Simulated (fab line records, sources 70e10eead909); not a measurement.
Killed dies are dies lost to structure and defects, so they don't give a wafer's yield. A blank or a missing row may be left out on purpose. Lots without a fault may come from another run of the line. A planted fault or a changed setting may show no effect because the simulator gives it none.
fab line records | flow nand_harc
record lots=15 wafers=45 last_day=33
route steps=1302 shown P_ZERO_WELL@68 P_STI@90 P_GATE@130
lots that met no fault: from a run of the same line without faults
start_h: hours from the record's first day to the start of the lot's first wafer shown | wait_h: hours since the lot's step before | " the same as in the row above | L1.1+2: a row that stands for several wafers | - no value, or no start given | * or withheld: withheld | < > ~ a bound
route shown NAME@n: a module of which the file shows steps, and the number in the route of the first | usual: mean/standard deviation of fault-free wafers | same: alike in all rows | chamber/n: place in a boat | sites: the reading at each site | _std_site: their standard deviation | _edge_site: outer sites' mean less inner sites' | radius_mm: how far each site lies from the wafer's centre | mask NAME#n: copy n | behind: the tool/chamber that last shaped the wafer | hold: why the lot was held/for how many hours/how that ended | device: the transistor (n, p or np) that didn't switch | end of line: the same wafers' tests at the end of the route | a step without rows: its recipe alone | killed: dies lost to structure and defects at the first sort, not the wafer's yield | map: a wafer's dies, x killed, . not, _ none there
set.NAME: the setting as run; set.NAME@STEP: as run at that earlier step | model.NAME: the simulator's own value behind a step, which no gauge read
steps of the route over a sample of lots; a table a step, a row a wafer
services: from which hour (start_h, from the record's first day; less than 0 if before it) a tool's chamber was out of use, for how many hours, and why
## steps
# step NHARC_P_ZERO_WELL_INSPECT_43
# usual raw_defect_count=14/7.1
# columns lot.wafer tool chamber start_h wait_h raw_defect_count
L387.1 defect_inspect-01 - 27.50 0.6 12
L387.4 " - " " 15
L387.6 " - " " 25
L388.2 defect_inspect-01 - 37.29 0.5 19
L388.5 " - " " 21
L388.6 " - " " 27
L389.2 defect_inspect-02 - 47.44 0.5 32
L389.5 " - " " 22
L389.6 " - " " 16
L390.2 defect_inspect-02 - 57.57 0.5 15
L390.4 " - " " 6
L390.6 " - " " 7
L391.3 defect_inspect-01 - 67.62 0.4 23
L391.4 " - " " 15
L391.6 " - " " 14
L392.1 defect_inspect-02 - 77.56 0.6 4
L392.2 " - " " 11
L392.3 " - " " 19
L393.1 defect_inspect-01 - 87.96 0.6 9
L393.3 " - " " 18
L393.5 " - " " 21
L394.2 defect_inspect-01 - 97.56 0.5 13
L394.3 " - " " 21
L394.5 " - " " 11
L395.1 defect_inspect-02 - 107.70 0.6 19
L395.2 " - " " 13
L395.5 " - " " 11
L396.2 defect_inspect-01 - 117.79 0.5 18
L396.4 " - " " 12
L396.5 " - " " 16
L397.1 defect_inspect-01 - 127.76 0.6 17
L397.3 " - " " 11
L397.6 " - " " 9
L398.1 defect_inspect-02 - 137.82 0.6 14
L398.2 " - " " 20
L398.4 " - " " 15
L402.1 defect_inspect-02 - 177.56 0.6 4
L402.3 " - " " 3
L402.6 " - " " 8
L409.2 defect_inspect-02 - 247.56 0.5 3
L409.3 " - " " 14
L409.4 " - " " 11
L410.1 defect_inspect-02 - 257.70 0.6 8
L410.2 " - " " 26
L410.5 " - " " 19
# step NHARC_P_STI_ETCH_15
# recipe target_depth_a=3000 taper_deg=4 time_s=100.1 hbr_flow_sccm=150 cl2_flow_sccm=50 rf_w=400 icp_w=400 bias_w=100 chemistry=HBr/Cl2
# usual drypump_motor_current_A=5.6/0.34 oes_product_au=0.999/0.0094 throttle_valve_pct=26.407/0.0085
# columns lot.wafer tool chamber start_h wait_h drypump_motor_current_A oes_product_au rf_hours_counter_h throttle_valve_pct
L387.1 rie_si-04 3 47.31 - 5.8 0.991 0.27 26.412
L387.4 " 0 " " 5.8 0.995 0.29 26.391
L387.6 " 1 " " 5.8 1.004 - 26.414
L388.2 rie_si-04 3 57.64 - 5.8 0.991 0.34 26.408
L388.6 " 1 " " 5.8 1.005 - 26.401
L388.5 " 2 " " 5.7 1.001 - 26.411
L389.2 rie_si-06 3 68.03 - 5.7 1.001 0.93 26.406
L389.6 " 3 " " 5.7 1.008 - 26.414
L389.5 " 0 " " 5.9 0.989 - 26.407
L390.4 rie_si-04 0 75.49 - 5.8 0.997 0.47 26.408
L390.2 " 2 " " 5.7 0.999 0.55 26.399
L390.6 " 0 " " 5.8 1.004 - 26.402
L391.4 rie_si-01 3 84.50 - 5.8 0.990 0.40 26.412
L391.3 " 0 " " 5.6 1.015 0.37 26.410
L391.6 " 2 " " 4.8 1.007 - 26.410
L392.1 rie_si-01 0 93.90 - 5.7 1.006 0.41 26.415
L392.2 " 1 " " 6.0 0.981 0.40 26.407
L392.3 " 2 " " 4.7 1.004 0.47 26.403
L393.3 rie_si-01 1 103.67 - 6.0 0.994 0.52 26.397
L393.1 " 0 " " 5.7 1.000 0.53 26.410
L393.5 " 2 " " 4.7 1.011 - 26.433
L394.2 rie_si-06 2 113.86 - 5.6 0.980 0.19 26.404
L394.3 " 3 " " 5.7 0.992 0.17 26.411
L394.5 " 1 " " 5.2 0.990 - 26.400
L395.1 rie_si-06 1 122.83 - 5.2 0.988 0.30 26.402
L395.2 " 2 " " 5.6 0.990 0.29 26.410
L395.5 " 2 " " 5.6 0.990 - 26.398
L396.4 rie_si-06 3 133.84 - 5.7 1.006 0.32 26.399
L396.2 " 1 " " 5.2 0.993 0.41 26.423
L396.5 " 2 " " 5.6 0.997 - 26.416
L397.1 rie_si-06 2 145.38 - 5.6 0.995 0.51 26.416
L397.3 " 3 " " 5.7 0.993 0.45 26.409
L397.6 " 1 " " 5.2 1.000 - 26.401
L398.4 rie_si-04 0 156.10 - 5.8 1.015 0.91 26.394
L398.2 " 1 " " 5.8 1.017 0.92 26.396
L398.1 " 3 " " 5.8 1.004 0.94 26.412
L402.1 rie_si-06 2 195.30 - 5.6 0.993 0.89 26.392
L402.3 " 0 " " 5.9 0.994 0.73 26.404
L402.6 " 2 " " 5.7 0.997 - 26.395
L409.4 rie_si-04 3 262.62 - 5.8 0.987 0.57 26.410
L409.3 " 0 " " 5.8 0.988 0.65 26.398
L409.2 " 1 " " 5.8 0.996 0.66 26.405
L410.1 rie_si-01 0 273.44 - 5.7 1.003 0.45 26.404
L410.2 " 1 " " 6.0 0.978 0.49 26.405
L410.5 " 3 " " 5.8 1.004 - 26.424
# step NHARC_P_GATE_CVD_17
# recipe target_thk_a=1500 temp_c=620 time_s=900 material=poly-Si
# usual zone_power_upper_pct=8.2/1.2
# columns lot.wafer tool chamber start_h wait_h zone_power_upper_pct
L387.1 lpcvd_poly-02 0 101.94 2.7 6.5
L387.4 " 0 " " 6.5
L387.6 " 0 " " 6.5
L388.2 lpcvd_poly-02 0 108.87 2.7 6.5
L388.5 " 0 " " 6.7
L388.6 " 0 " " 6.5
L389.2 lpcvd_poly-01 0 116.72 2.8 8.3
L389.5 " 0 " " 8.4
L389.6 " 0 " " 8.2
L390.2 lpcvd_poly-01 0 125.11 2.6 8.2
L390.4 " 0 " " 8.2
L390.6 " 0 " " 8.3
L391.3 lpcvd_poly-03 0 131.42 2.5 9.3
L391.4 " 0 " " 9.5
L391.6 " 0 " " 9.3
L392.1 lpcvd_poly-01 0 139.40 2.6 8.3
L392.2 " 0 " " 8.4
L392.3 " 0 " " 8.4
L393.1 lpcvd_poly-03 0 150.43 2.5 9.3
L393.3 " 0 " " 9.3
L393.5 " 0 " " 9.3
L394.2 lpcvd_poly-01 0 163.16 2.6 8.2
L394.3 " 0 " " 8.3
L394.5 " 0 " " 8.2
L395.1 lpcvd_poly-01 0 171.14 2.6 8.4
L395.2 " 0 " " 8.3
L395.5 " 0 " " 8.4
L396.2 lpcvd_poly-01 0 185.26 2.6 8.3
L396.4 " 0 " " 8.3
L396.5 " 0 " " 8.2
L397.1 lpcvd_poly-02 0 189.81 2.7 6.6
L397.3 " 0 " " 6.6
L397.6 " 0 " " 6.5
L397.1 lpcvd_poly-03 0 192.67 0.6 9.4
L397.3 " 0 " " 9.4
L397.6 " 0 " " 9.3
L398.1 lpcvd_poly-03 0 205.17 2.5 9.3
L398.2 " 0 " " 9.4
L398.4 " 0 " " 9.2
L398.1 lpcvd_poly-03 0 209.23 1.8 9.6
L398.2 " 0 " " 9.5
L398.4 " 0 " " 9.4
L402.1 lpcvd_poly-03 0 243.72 2.5 9.5
L402.3 " 0 " " 9.4
L402.6 " 0 " " 9.3
L402.1 lpcvd_poly-03 0 246.44 0.5 9.4
L402.3 " 0 " " 9.5
L402.6 " 0 " " 9.2
L409.2 lpcvd_poly-01 0 309.47 2.8 8.2
L409.3 " 0 " " 8.3
L409.4 " 0 " " 8.4
L410.1 lpcvd_poly-02 0 321.87 2.7 6.5
L410.2 " 0 " " 6.6
L410.5 " 0 " " 6.5
# step NHARC_P_GATE_ETCH_114
# recipe target_depth_a=300 overetch_a=30 time_s=16.5 ion_energy_ev=100 cf4_flow_sccm=80 o2_flow_sccm=20 ar_flow_sccm=0 rf_w=300 bias_w=100 chemistry=CF4/O2
# usual cf4_flow_sccm=80.04/0.25 drypump_motor_current_A=5.8/0.45 oes_product_au=1.001/0.011 rf_vpp_V=197.4/1.2 showerhead_plenum_p_Torr=1.32/0.049 throttle_valve_pct=13.397/0.0093
# columns lot.wafer tool chamber start_h wait_h cf4_flow_sccm drypump_motor_current_A oes_product_au rf_hours_counter_h rf_vpp_V showerhead_plenum_p_Torr throttle_valve_pct
L387.4 rie_diel-07 0 - - 79.88 5.2 0.998 10 195.7 1.26 13.405
L387.1 " 1 " " 80.26 6.3 0.974 10 197.0 1.28 13.408
L387.6 " 2 " " 79.76 5.0 0.982 - 198.6 1.41 13.394
L388.2 rie_diel-01 2 - - 80.11 5.3 1.007 3 196.8 1.29 13.393
L388.6 " 0 " " 80.44 5.9 0.999 - 199.3 1.36 13.404
L388.5 " 1 " " 79.24 6.1 1.021 - 197.6 1.28 13.398
L389.2 rie_diel-07 1 - - 80.09 6.3 0.995 0 198.1 1.28 13.387
L389.5 " 0 " " 79.52 5.2 0.989 - 196.5 1.26 13.407
L389.6 " 1 " " 80.26 6.3 1.000 - 196.4 1.28 13.390
L390.2 rie_diel-07 2 - - 79.96 5.1 1.000 0 198.6 1.41 13.394
L390.4 " 3 " " 79.90 6.5 1.013 0 196.4 1.29 13.405
L390.6 " 2 " " 79.95 5.0 0.993 - 198.8 1.41 13.401
L391.4 rie_diel-01 1 - - 79.81 6.2 1.023 5 197.8 1.28 13.414
L391.3 " 3 " " 80.17 5.3 0.999 6 198.1 1.41 13.412
L391.6 " 1 " " 79.96 6.1 1.012 - 196.5 1.28 13.386
L392.1 rie_diel-11 3 - - 79.85 5.6 1.010 1 196.2 1.31 13.377
L392.2 " 1 " " 80.15 6.2 1.002 2 198.5 1.28 13.403
L392.3 " 1 " " 80.30 6.2 0.997 - 196.6 1.28 13.388
L393.1 rie_diel-01 3 - - 80.62 5.3 0.990 7 198.1 1.40 13.394
L393.3 " 1 " " 79.99 6.2 1.009 6 196.5 1.28 13.401
L393.5 " 2 " " 79.97 5.3 0.998 - 196.8 1.29 13.398
L394.2 rie_diel-07 3 - - 79.37 6.5 1.013 1 197.6 1.28 13.420
L394.3 " 1 " " 80.30 6.3 1.000 - 198.4 1.28 13.401
L394.5 " 1 " " 80.23 6.3 0.995 - 198.0 1.28 13.416
L395.1 rie_diel-11 3 - - 79.94 5.6 1.012 3 197.9 1.31 13.381
L395.2 " 0 " " 80.25 5.9 1.008 4 199.0 1.38 13.387
L395.5 " 2 " " 80.33 5.9 1.022 - 198.8 1.29 13.408
L396.4 rie_diel-01 2 - - 80.03 5.3 1.000 10 197.7 1.29 13.394
L396.2 " 0 " " 79.58 5.8 1.005 10 198.9 1.36 13.387
L396.5 " 1 " " 80.04 6.2 1.000 - 197.8 1.28 13.394
L397.1 rie_diel-01 2 - - 79.96 5.3 1.008 10 196.5 1.29 13.389
L397.3 " 0 " " 80.04 5.9 1.005 10 198.6 1.36 13.392
L397.6 " 2 " " 79.72 5.3 1.002 - 197.3 1.29 13.399
L398.2 rie_diel-11 2 - - 79.87 5.9 1.018 5 197.6 1.29 13.413
L398.1 " 3 " " 80.24 5.6 1.000 5 195.9 1.31 13.416
L398.4 " 1 " " 80.26 6.3 0.991 6 196.0 1.28 13.402
L402.3 rie_diel-01 3 - - 80.10 5.2 1.008 2 199.9 1.40 13.398
L402.1 " 1 " " 79.99 6.2 0.984 1 196.1 1.28 13.384
L402.6 " 3 " " 80.16 5.2 0.997 - 198.6 1.40 13.399
L409.4 rie_diel-07 3 - - 79.65 6.5 0.995 1 196.5 1.28 13.399
L409.2 " 0 " " 79.98 5.2 1.013 1 196.3 1.26 13.393
L409.3 " 1 " " 80.27 6.3 0.999 1 196.7 1.28 13.416
L410.1 rie_diel-11 2 - - 80.12 5.9 0.996 0 196.7 1.29 13.386
L410.2 " 3 " " 80.01 5.6 1.004 0 193.7 1.31 13.404
L410.5 " 2 " " 80.18 5.9 1.001 - 196.7 1.29 13.401
## services
# columns tool chamber start_h hours kind
rie_diel-01 0 25.89 9.6 repair
rie_diel-01 - 26.96 9.0 pm
rie_diel-07 1 37.51 2.9 repair
rie_si-06 1 43.45 3.3 repair
rie_diel-07 - 48.72 1.2 repair
rie_si-06 - 72.00 9.0 pm
rie_diel-01 1 81.24 9.9 repair
rie_diel-01 2 89.88 6.7 repair
rie_si-06 - 91.29 0.4 repair
rie_si-04 2 94.71 4.6 repair
rie_si-04 2 102.97 15.8 repair
rie_diel-07 - 117.21 9.0 pm
rie_si-06 3 117.23 1.0 repair
rie_diel-07 0 142.57 7.7 repair
rie_diel-07 0 160.31 22.7 repair
rie_si-04 - 165.00 9.0 pm
rie_diel-07 2 165.74 6.7 repair
rie_diel-07 3 178.37 3.9 repair
rie_diel-01 0 185.87 6.5 repair
rie_diel-07 3 196.90 4.0 repair
rie_diel-01 - 203.96 9.0 pm
rie_diel-01 1 213.72 9.4 repair
rie_diel-07 1 214.18 5.0 repair
rie_si-06 - 249.00 9.0 pm
## key
first_sign step=NHARC_P_GATE_CVD_17 reading=visit direction=added
effect none on later readings
met_at NHARC_P_GATE_CVD_17
struck_lots L397,L398,L402
sort_left_out L397.1,L397.3,L397.6,L398.1,L398.2,L398.4,L402.1,L402.3,L402.6
tester_left_out L397,L398,L402
not_acting_at NHARC_P_ZERO_WELL_INSPECT_43,NHARC_P_STI_ETCH_15,NHARC_P_GATE_ETCH_114
fault kind=repeated_step_whole tool=lpcvd_poly-01,lpcvd_poly-02,lpcvd_poly-03 chamber=- onset_h=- steps=NHARC_P_GATE_CVD_17 times=1 scope=struck_lots_only
# tester_left_out: of these lots the tester's yield and bins aren't shown, on N5 and GAA mostly nor the transistor test; their killed dies are dies lost to structure and defects alone, not to doping, threshold or leakage, so they don't give the yield
# sort_left_out: the simulated sort isn't trusted on such a fault, so these wafers' sort isn't shown, and their yield isn't known
